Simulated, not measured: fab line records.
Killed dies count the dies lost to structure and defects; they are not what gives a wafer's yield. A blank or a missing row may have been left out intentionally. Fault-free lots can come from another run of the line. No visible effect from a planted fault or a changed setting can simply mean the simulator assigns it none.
Matching of chambers :: flow n5-finfet :: 3 sister chambers for N5_BEOL_M2_DEP_57 on pecvd-03
The step deposits SiCN from 3MS/NH3, target thk 8 nm, time 14 s. 14 wafers are shown with their chamber, then 7 later ones without.

## WAFERS WITH THEIR CHAMBER
wafer: L078.2
chamber: 0
showerhead-plenum-p-Torr (Torr): 3.648
throttle-valve-pct (%): 9.1

wafer: L078.4
chamber: 2
showerhead-plenum-p-Torr (Torr): 3.673
throttle-valve-pct (%): 8.4

wafer: L078.6
chamber: 0
showerhead-plenum-p-Torr (Torr): 3.654
throttle-valve-pct (%): 9.2

wafer: L087.2
chamber: 2
showerhead-plenum-p-Torr (Torr): 3.675
throttle-valve-pct (%): 8.6

wafer: L087.3
chamber: 1
showerhead-plenum-p-Torr (Torr): 3.686
throttle-valve-pct (%): 8.5

wafer: L087.6
chamber: 1
showerhead-plenum-p-Torr (Torr): 3.692
throttle-valve-pct (%): 8.4

wafer: L088.2
chamber: 0
showerhead-plenum-p-Torr (Torr): 3.652
throttle-valve-pct (%): 9.2

wafer: L088.3
chamber: 2
showerhead-plenum-p-Torr (Torr): 3.676
throttle-valve-pct (%): 8.3

wafer: L088.4
chamber: 2
showerhead-plenum-p-Torr (Torr): 3.683
throttle-valve-pct (%): 8.5

wafer: L091.2
chamber: 1
showerhead-plenum-p-Torr (Torr): 3.682
throttle-valve-pct (%): 9.0

wafer: L091.5
chamber: 1
showerhead-plenum-p-Torr (Torr): 3.676
throttle-valve-pct (%): 8.9

wafer: L091.6
chamber: 2
showerhead-plenum-p-Torr (Torr): 3.673
throttle-valve-pct (%): 8.5

wafer: L092.3
chamber: 0
showerhead-plenum-p-Torr (Torr): 3.664
throttle-valve-pct (%): 9.5

wafer: L092.5
chamber: 1
showerhead-plenum-p-Torr (Torr): 3.686
throttle-valve-pct (%): 8.6

SIGNATURES (averages over the wafers above)
reading: showerhead-plenum-p-Torr
chamber 0: 3.65450
chamber 1: 3.68440
chamber 2: 3.67600
scatter within a chamber: 0.00561

reading: throttle-valve-pct
chamber 0: 9.250
chamber 1: 8.680
chamber 2: 8.460
scatter within a chamber: 0.193
Rule: for a wafer and a chamber, the distance is found by dividing, reading by reading, the gap between the wafer's reading and the chamber's mean by the reading's scatter, squaring, summing and taking the root. The wafer belongs to the nearest chamber; if the next one is less than 2 further off, it can't be placed. The scatter is the square root of a quotient: the sum, over the shown wafers, of each reading's squared deviation from its chamber's mean, divided by wafers minus chambers.

## WAFERS WITHOUT THEIR CHAMBER
wafer: L092.6
showerhead-plenum-p-Torr (Torr): 3.658
throttle-valve-pct (%): 9.3

wafer: L094.3
showerhead-plenum-p-Torr (Torr): 3.659
throttle-valve-pct (%): 9.3

wafer: L094.5
showerhead-plenum-p-Torr (Torr): 3.657
throttle-valve-pct (%): 9.3

wafer: L094.6
showerhead-plenum-p-Torr (Torr): 3.649
throttle-valve-pct (%): 9.1

wafer: L096.1
showerhead-plenum-p-Torr (Torr): 3.657
throttle-valve-pct (%): 9.4

wafer: L096.2
showerhead-plenum-p-Torr (Torr): 3.665
throttle-valve-pct (%): 8.6

wafer: L096.5
showerhead-plenum-p-Torr (Torr): 3.656
throttle-valve-pct (%): 9.4

## EACH ONE'S CHAMBER
wafer: L092.6
from the rows above: 0
in truth: 0

wafer: L094.3
from the rows above: 0
in truth: 0

wafer: L094.5
from the rows above: 0
in truth: 0

wafer: L094.6
from the rows above: 0
in truth: 0

wafer: L096.1
from the rows above: 0
in truth: 0

wafer: L096.2
from the rows above: can't be placed: 2 or 1 or 0
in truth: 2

wafer: L096.5
from the rows above: 0
in truth: 0
Placed correctly: 6 of 7. These rows do not allow placing 1 (true chamber among the candidates in 1). Number placed wrongly: 0.
